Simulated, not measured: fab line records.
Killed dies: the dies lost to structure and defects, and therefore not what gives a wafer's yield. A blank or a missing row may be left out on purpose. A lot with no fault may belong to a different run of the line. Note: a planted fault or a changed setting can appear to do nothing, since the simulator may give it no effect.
Matching of chambers | flow n5 finfet | rie diel-04 running N5_BEOL_M12_DESCUM_33: 4 sister chambers
The step chemistry O2, time 7.9 s. 16 wafers are shown with their chamber, then 8 later ones without.

== EACH WAFER AND ITS CHAMBER ==
wafer  | chamber | drypump motor current A (A) | showerhead plenum p Torr (Torr) | throttle valve pct (%)
L077.1 | 0       | 6.1                         | 2.22                            | 20.28
L077.4 | 1       | 5.6                         | 2.02                            | 20.60
L077.6 | 0       | 6.1                         | 2.22                            | 20.28
L078.4 | 0       | 6.1                         | 2.22                            | 20.29
L078.5 | 3       | 5.1                         | 2.14                            | 20.32
L078.6 | 1       | 5.6                         | 2.02                            | 20.61
L088.2 | 1       | 5.6                         | 2.01                            | 20.68
L088.5 | 3       | 5.1                         | 2.13                            | 20.39
L088.6 | 2       | 5.1                         | 2.04                            | 20.15
L097.3 | 1       | 5.6                         | 2.01                            | 20.69
L097.4 | 2       | 5.2                         | 2.03                            | 20.16
L097.5 | 0       | 6.1                         | 2.20                            | 20.36
L091.1 | 3       | 5.1                         | 2.13                            | 20.38
L091.2 | 2       | 5.1                         | 2.03                            | 20.16
L091.3 | 0       | 6.1                         | 2.20                            | 20.35
L094.1 | 3       | 5.1                         | 2.12                            | 20.40

SIGNATURES (means of the wafers above)
reading                  | chamber 0 | chamber 1 | chamber 2 | chamber 3 | scatter within a chamber
drypump motor current A  | 6.100     | 5.600     | 5.133     | 5.100     | 0.0236
showerhead plenum p Torr | 2.2120    | 2.0150    | 2.0333    | 2.1300    | 0.0084
throttle valve pct       | 20.3120   | 20.6450   | 20.1567   | 20.3725   | 0.0373
Rule: a wafer lies at a distance from a chamber equal to the root of the sum of squares, over the readings, of (its reading less the chamber's mean, divided by the reading's scatter). The wafer belongs to the nearest chamber; if the next one is less than 2 further off, it can't be placed. The scatter: the root of (the sum of the squares of (reading less its chamber's mean) over the shown wafers, divided by (wafers less chambers)).

== WAFERS MISSING THEIR CHAMBER ==
wafer  | drypump motor current A (A) | showerhead plenum p Torr (Torr) | throttle valve pct (%)
L094.5 | 5.2                         | 2.03                            | 20.18
L094.6 | 5.1                         | 2.12                            | 20.41
L089.1 | 6.1                         | 2.20                            | 20.37
L089.2 | 5.1                         | 2.12                            | 20.40
L089.3 | 5.1                         | 2.03                            | 20.19
L096.3 | 5.1                         | 2.12                            | 20.43
L096.4 | 6.1                         | 2.20                            | 20.36
L096.6 | 5.6                         | 2.00                            | 20.68

== EACH ONE'S CHAMBER ==
wafer  | from the rows above | in truth
L094.5 | 2                   | 2
L094.6 | 3                   | 3
L089.1 | 0                   | 0
L089.2 | 3                   | 3
L089.3 | 2                   | 2
L096.3 | 3                   | 3
L096.4 | 0                   | 0
L096.6 | 1                   | 1
Correctly placed: 8 of 8. Left unplaced by these rows: 0. 0 placed wrongly.
